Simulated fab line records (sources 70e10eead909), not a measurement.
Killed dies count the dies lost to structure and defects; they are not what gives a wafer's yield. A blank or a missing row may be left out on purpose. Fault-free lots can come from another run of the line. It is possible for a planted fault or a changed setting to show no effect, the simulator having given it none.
Matching of chambers    flow nand_harc    NHARC_A_STAIRCASE_TRIM_20 on rie_diel-05: 4 sister chambers
The step chemistry O2, time 211.2 s. 4 wafers are shown with their chamber, then 11 later ones without.

## EACH WAFER AND ITS CHAMBER
wafer   chamber  drypump_motor_current_A (A)
L083.1  2        6.3
L086.2  0        5.3
L086.3  3        4.9
L088.1  1        4.8

## WAFERS WITHOUT THEIR CHAMBER
wafer   drypump_motor_current_A (A)
L088.4  6.3
L088.5  6.4
L087.3  5.2
L087.5  4.8
L087.6  5.3
L090.2  4.8
L090.3  4.9
L090.6  5.3
L094.2  5.3
L094.4  4.8
L094.5  5.3

## EACH ONE'S CHAMBER
wafer   from the rows above  in truth
L088.4  2                    2
L088.5  2                    2
L087.3  0                    0
L087.5  1                    1
L087.6  0                    0
L090.2  1                    1
L090.3  3                    3
L090.6  0                    0
L094.2  0                    0
L094.4  1                    1
L094.5  0                    0
Correct placement for 11 of the 11. Left unplaced by these rows: 0. Placed wrongly: 0.
How it was worked out, from the rows above alone: a wafer's distance from a chamber is the root of the sum, over the readings, of the square of ((its reading less the chamber's mean) divided by the reading's scatter). The wafer belongs to the nearest chamber; if the next one is less than 2 further off, it can't be placed. For every chamber, the mean is computed from those of its wafers that are shown. The scatter: with one shown wafer a chamber, the root of the mean of the squares of how far each hidden wafer lies from its nearest shown one.
